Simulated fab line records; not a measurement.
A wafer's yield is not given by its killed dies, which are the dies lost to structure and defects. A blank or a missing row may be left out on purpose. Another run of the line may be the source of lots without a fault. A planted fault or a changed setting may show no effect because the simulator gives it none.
Which tool is to blame? / flow n5 finfet / Sampling: 14 lots, 42 wafers, 3 of 1938 route steps

== WHAT THE GAUGES READ, wafer by wafer ==
The record lacks any reading of a measuring or inspecting step that a usual standard deviation could be used to judge.

== WHAT TOOL EACH LOT RAN ON (gives the tool, then ch and the chambers of the sampled wafers, and finally the start) ==
lot=L738; N5_BEOL_M8_CVD_78=cvd co-01 ch 1,2, day 10 04:25; N5_PASSIVATION_PRE_CLEAN_19=pvd sputter-03, day 12 15:08; N5_PASSIVATION_PROBE_49=-
lot=L739; N5_BEOL_M8_CVD_78=cvd co-01 ch 1,2, day 10 10:51; N5_PASSIVATION_PRE_CLEAN_19=pvd sputter-02, day 13 02:01; N5_PASSIVATION_PROBE_49=-
lot=L740; N5_BEOL_M8_CVD_78=cvd co-01 ch 0,1,2, day 10 14:20; N5_PASSIVATION_PRE_CLEAN_19=pvd sputter-02, day 13 05:03; N5_PASSIVATION_PROBE_49=-
lot=L743; N5_BEOL_M8_CVD_78=cvd co-01 ch 0,1,2, day 11 04:09; N5_PASSIVATION_PRE_CLEAN_19=pvd sputter-01, day 13 12:45; N5_PASSIVATION_PROBE_49=-
lot=L744; N5_BEOL_M8_CVD_78=cvd co-01 ch 1,2, day 11 08:56; N5_PASSIVATION_PRE_CLEAN_19=pvd sputter-01, day 13 16:49; N5_PASSIVATION_PROBE_49=-
lot=L745; N5_BEOL_M8_CVD_78=cvd co-02 ch 0,1,2, day 11 19:10; N5_PASSIVATION_PRE_CLEAN_19=pvd sputter-03, day 14 06:56; N5_PASSIVATION_PROBE_49=-
lot=L746; N5_BEOL_M8_CVD_78=cvd co-01 ch 0,1,2, day 11 23:19; N5_PASSIVATION_PRE_CLEAN_19=pvd sputter-02, day 14 10:50; N5_PASSIVATION_PROBE_49=-
lot=L747; N5_BEOL_M8_CVD_78=cvd co-02 ch 0,1,2, day 12 05:07; N5_PASSIVATION_PRE_CLEAN_19=pvd sputter-02, day 14 14:27; N5_PASSIVATION_PROBE_49=-
lot=L748; N5_BEOL_M8_CVD_78=cvd co-02 ch 0,1, day 12 15:55; N5_PASSIVATION_PRE_CLEAN_19=pvd sputter-03, day 15 12:59; N5_PASSIVATION_PROBE_49=-
lot=L750; N5_BEOL_M8_CVD_78=cvd co-01 ch 0,1,2, day 12 22:10; N5_PASSIVATION_PRE_CLEAN_19=pvd sputter-01, day 15 22:49; N5_PASSIVATION_PROBE_49=-
lot=L752; N5_BEOL_M8_CVD_78=cvd co-02 ch 0,2, day 13 11:36; N5_PASSIVATION_PRE_CLEAN_19=pvd sputter-03, day 16 06:26; N5_PASSIVATION_PROBE_49=-
lot=L754; N5_BEOL_M8_CVD_78=cvd co-01 ch 0,2, day 14 04:53; N5_PASSIVATION_PRE_CLEAN_19=pvd sputter-03, day 16 15:16; N5_PASSIVATION_PROBE_49=prober-01, day 16 20:52
lot=L755; N5_BEOL_M8_CVD_78=cvd co-01 ch 0,1,2, day 14 13:26; N5_PASSIVATION_PRE_CLEAN_19=pvd sputter-03, day 17 01:56; N5_PASSIVATION_PROBE_49=prober-01, day 17 08:04
lot=L757; N5_BEOL_M8_CVD_78=cvd co-01 ch 0,1,2, day 15 02:34; N5_PASSIVATION_PRE_CLEAN_19=pvd sputter-03, day 17 15:23; N5_PASSIVATION_PROBE_49=prober-02, day 17 21:13
- N5_BEOL_M8_CVD_78: deposits Co from CCTBA/H2, target thk 2 nm, time 142.3 s.
- N5_PASSIVATION_PRE_CLEAN_19
- N5_PASSIVATION_PROBE_49

== WHAT THE TOOLS THEMSELVES READ (means of the sampled wafers that have a number; where no wafer has one, the mark that the record gives instead) ==
N5_BEOL_M8_CVD_78. Usual: 30.00 Torr for chamber pressure Torr, sd 0.07.
lot=L738; tool=cvd co-01; chamber pressure Torr (Torr)=30.01; flag=
lot=L739; tool=cvd co-01; chamber pressure Torr (Torr)=30.05; flag=
lot=L740; tool=cvd co-01; chamber pressure Torr (Torr)=30.04; flag=
lot=L743; tool=cvd co-01; chamber pressure Torr (Torr)=30.02; flag=
lot=L744; tool=cvd co-01; chamber pressure Torr (Torr)=30.04; flag=
lot=L745; tool=cvd co-02; chamber pressure Torr (Torr)=29.94; flag=
lot=L746; tool=cvd co-01; chamber pressure Torr (Torr)=30.06; flag=
lot=L747; tool=cvd co-02; chamber pressure Torr (Torr)=30.02; flag=
lot=L748; tool=cvd co-02; chamber pressure Torr (Torr)=29.93; flag=
lot=L750; tool=cvd co-01; chamber pressure Torr (Torr)=30.07; flag=
lot=L752; tool=cvd co-02; chamber pressure Torr (Torr)=29.99; flag=
lot=L754; tool=cvd co-01; chamber pressure Torr (Torr)=29.98; flag=
lot=L755; tool=cvd co-01; chamber pressure Torr (Torr)=30.03; flag=
lot=L757; tool=cvd co-01; chamber pressure Torr (Torr)=30.02; flag=

N5_PASSIVATION_PRE_CLEAN_19. Usual: 460 W for heater power w, sd 65.
lot=L738; tool=pvd sputter-03; heater power w (W)=499; flag=
lot=L739; tool=pvd sputter-02; heater power w (W)=406; flag=
lot=L740; tool=pvd sputter-02; heater power w (W)=400; flag=
lot=L743; tool=pvd sputter-01; heater power w (W)=494; flag=
lot=L744; tool=pvd sputter-01; heater power w (W)=438; flag=
lot=L745; tool=pvd sputter-03; heater power w (W)=433; flag=
lot=L746; tool=pvd sputter-02; heater power w (W)=427; flag=
lot=L747; tool=pvd sputter-02; heater power w (W)=434; flag=
lot=L748; tool=pvd sputter-03; heater power w (W)=450; flag=
lot=L750; tool=pvd sputter-01; heater power w (W)=469; flag=
lot=L752; tool=pvd sputter-03; heater power w (W)=441; flag=
lot=L754; tool=pvd sputter-03; heater power w (W)=452; flag=
lot=L755; tool=pvd sputter-03; heater power w (W)=474; flag=
lot=L757; tool=pvd sputter-03; heater power w (W)=489; flag=

N5_PASSIVATION_PROBE_49. Usual: defect limited yield 91.4 %, standard deviation 1.6; killed_at_M0_to_M3 31, standard deviation 11; killed_at_M4_up 14, standard deviation 5.7; killed at contacts 12, standard deviation 6; killed at front end 41, standard deviation 13; killed at other 3.3, standard deviation 2.8; killed dies 101, standard deviation 19; killed on rim 13, standard deviation 3.9; killed open 67, standard deviation 14; killed short 33, standard deviation 8.2; sort_bin_4_leakage 0.0 %, standard deviation 0.37; sort_bin_5_function 5.0 %, standard deviation 1.1; sort_bin_6_memory 3.3 %, standard deviation 0.74; sort n pass 1078, standard deviation 20; sort yield pct 91.3 %, standard deviation 1.7.
lot=L754; tool=prober-01; defect limited yield (%)=83.3; killed_at_M0_to_M3=27; killed_at_M4_up=127; killed at contacts=9; killed at front end=26; killed at other=6.7; killed dies=197; killed on rim=25; killed open=55; killed short=25; sort_bin_4_leakage (%)=0.1; sort_bin_5_function (%)=10.1; sort_bin_6_memory (%)=3.7; sort n pass=982; sort yield pct (%)=83.2; flag=OFF
lot=L755; tool=prober-01; defect limited yield (%)=81.5; killed_at_M0_to_M3=28; killed_at_M4_up=120; killed at contacts=15; killed at front end=49; killed at other=6.0; killed dies=218; killed on rim=25; killed open=74; killed short=34; sort_bin_4_leakage (%)=0.0; sort_bin_5_function (%)=10.8; sort_bin_6_memory (%)=4.6; sort n pass=962; sort yield pct (%)=81.5; flag=OFF
lot=L757; tool=prober-02; defect limited yield (%)=82.6; killed_at_M0_to_M3=27; killed_at_M4_up=119; killed at contacts=21; killed at front end=37; killed at other=1.3; killed dies=205; killed on rim=25; killed open=67; killed short=26; sort_bin_4_leakage (%)=0.0; sort_bin_5_function (%)=10.0; sort_bin_6_memory (%)=4.0; sort n pass=975; sort yield pct (%)=82.6; flag=OFF

== THE ANSWER, worked out from the rows above alone ==
Rule: a lot counts as off when the mean over its wafers that have a number is more than 3 standard deviations away from the usual mean. A lot without any number at a reading at which 4 lots or more have one is off too. The other lots that the step has rows for count as sound. Order of review: gauges by route order, followed by the tools' own readings, for which a lot's mean as printed above is used. At the first step where some lot is off, the reading lying furthest off is the one used; lots without a number count as furthest.
Off: L754, L755, L757 (N5_PASSIVATION_PROBE_49, killed_at_M4_up). Neither off nor sound, because the step has no rows for them: L738, L739, L740, L743, L744, L745, L746, L747, L748, L750, L752.
A tool fits if, at that step or a process step before it, it ran every lot that is off, and no sound lot after the first of them. 2 tools fit, cvd co-01 at N5_BEOL_M8_CVD_78 and pvd sputter-03 at N5_PASSIVATION_PRE_CLEAN_19, so this cannot tell which one it is.

== WHAT WAS PUT IN BY THE SIMULATOR ==
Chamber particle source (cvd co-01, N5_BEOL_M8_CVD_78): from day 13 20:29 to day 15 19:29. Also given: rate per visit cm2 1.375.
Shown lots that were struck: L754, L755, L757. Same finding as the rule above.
